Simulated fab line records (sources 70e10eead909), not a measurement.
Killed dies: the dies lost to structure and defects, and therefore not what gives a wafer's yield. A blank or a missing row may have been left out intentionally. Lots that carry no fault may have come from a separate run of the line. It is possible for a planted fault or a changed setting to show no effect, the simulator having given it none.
Which tool did it? | flow nand-harc | Sampling: 12 lots, 36 wafers, 5 of 1302 route steps

## WHAT EACH GAUGE READ, for each wafer
NHARC_P_GATE_CD_MEAS_46: the cd target is 720 nm.
lot  | measured     | on        | cd-nm (nm)
L075 | day 6 05:43  | cd-sem-01 | 718.1 718.4 720.6
L077 | day 6 16:38  | cd-sem-03 | 721.6 721.6 720.0
L079 | day 7 16:10  | cd-sem-01 | 721.6 722.9 721.8
L081 | day 8 15:34  | cd-sem-02 | 721.7 720.8 720.4
L083 | day 9 06:06  | cd-sem-02 | 716.4 718.2 717.4
L085 | day 10 04:47 | cd-sem-01 | 721.7 722.0 723.3
L087 | day 10 21:07 | cd-sem-01 | 717.7 720.2 717.8
L089 | day 11 14:37 | cd-sem-03 | 721.7 722.8 719.4
L091 | day 12 15:56 | cd-sem-03 | 722.4 721.0 719.1
L093 | day 13 10:22 | cd-sem-03 | 718.9 720.5 720.4
L095 | day 14 02:29 | cd-sem-02 | 719.2 721.5 720.5
L096 | day 16 02:17 | cd-sem-02 | 720.0 721.3 721.2

## EACH LOT AND THE TOOL THAT RAN IT (in order: tool; ch and the chambers of the sampled wafers; start)
lot  | NHARC_P_ZERO_WELL_RTA_42         | NHARC_P_STI_CMP_21            | NHARC_P_GATE_DESCUM_13             | NHARC_P_GATE_HM_DEP_102
L075 | rtp-anneal-01 ch 0, day 2 13:11  | cmp-01 ch 0,1, day 4 04:41    | rie-diel-13 ch 0,2,3, day 5 01:17  | acl-dep-01 ch 0, day 5 16:37
L077 | rtp-anneal-02 ch 0, day 3 08:59  | cmp-03 ch 1,2, day 4 20:32    | rie-diel-13 ch 1,2, day 5 12:46    | acl-dep-01 ch 0, day 6 03:30
L079 | rtp-anneal-01 ch 0, day 4 04:54  | cmp-03 ch 0,3, day 5 18:39    | rie-diel-13 ch 0,1, day 6 14:14    | acl-dep-03 ch 0, day 7 02:40
L081 | rtp-anneal-02 ch 0, day 5 01:00  | cmp-03 ch 0,2, day 6 19:29    | rie-diel-08 ch 0,1,2, day 7 13:44  | acl-dep-03 ch 0, day 8 02:17
L083 | rtp-anneal-02 ch 0, day 5 21:22  | cmp-04 ch 0,2, day 7 09:47    | rie-diel-08 ch 1,2, day 8 02:14    | acl-dep-03 ch 0, day 8 17:02
L085 | rtp-anneal-01 ch 0, day 6 16:57  | cmp-01 ch 0,1,2, day 8 06:14  | rie-diel-13 ch 0,2,3, day 8 22:25  | acl-dep-01 ch 0, day 9 15:25
L087 | rtp-anneal-01 ch 0, day 7 12:40  | cmp-04 ch 0,1,2, day 9 02:54  | rie-diel-08 ch 0,1,3, day 9 19:31  | acl-dep-03 ch 0, day 10 07:47
L089 | rtp-anneal-02 ch 0, day 8 08:56  | cmp-01 ch 1,2,3, day 9 18:00  | rie-diel-08 ch 0,2, day 10 11:19   | acl-dep-02 ch 0, day 11 01:24
L091 | rtp-anneal-02 ch 0, day 9 04:53  | cmp-04 ch 1,2,3, day 10 18:45 | rie-diel-06 ch 0,3, day 11 14:20   | acl-dep-02 ch 0, day 12 02:46
L093 | rtp-anneal-01 ch 0, day 10 01:22 | cmp-04 ch 0,3, day 11 15:16   | rie-diel-08 ch 0,1, day 12 08:20   | acl-dep-03 ch 0, day 12 21:14
L095 | rtp-anneal-01 ch 0, day 10 21:07 | cmp-04 ch 1,3, day 12 06:56   | rie-diel-08 ch 0,1, day 12 23:59   | acl-dep-01 ch 0, day 13 13:17
L096 | rtp-anneal-01 ch 0, day 12 13:32 | cmp-01 ch 0,2,3, day 14 01:50 | rie-diel-08 ch 0,2,3, day 14 21:50 | acl-dep-03 ch 0, day 15 11:10
- NHARC_P_ZERO_WELL_RTA_42: time 300 s.
- NHARC_P_STI_CMP_21: polishes, t overpolish 20 s, target thk 380.67 nm.
- NHARC_P_GATE_DESCUM_13: chemistry O2, time 3 s.
- NHARC_P_GATE_HM_DEP_102: deposits aC, target thk 120 nm.

## THE ANSWER, worked out from the rows above alone
Rule: usual is defined by the lots themselves. Put in order of their means at a reading, lots are off if they are a third of the lots or fewer, leave a main group of 4 or more, and stand apart from it by a gap of 3 or more times the standard deviation of the main group's means; of several such gaps the widest counts. A main group whose means are all the same, to the digits that the tables above print for the reading, isn't used. Also off: a lot with no number at a reading for which 4 or more lots have one. Any other lot the step has rows for is counted as sound.
Nothing can be told from this: no lot is off at any reading shown.

## WHAT THE SIMULATOR HAD INSERTED
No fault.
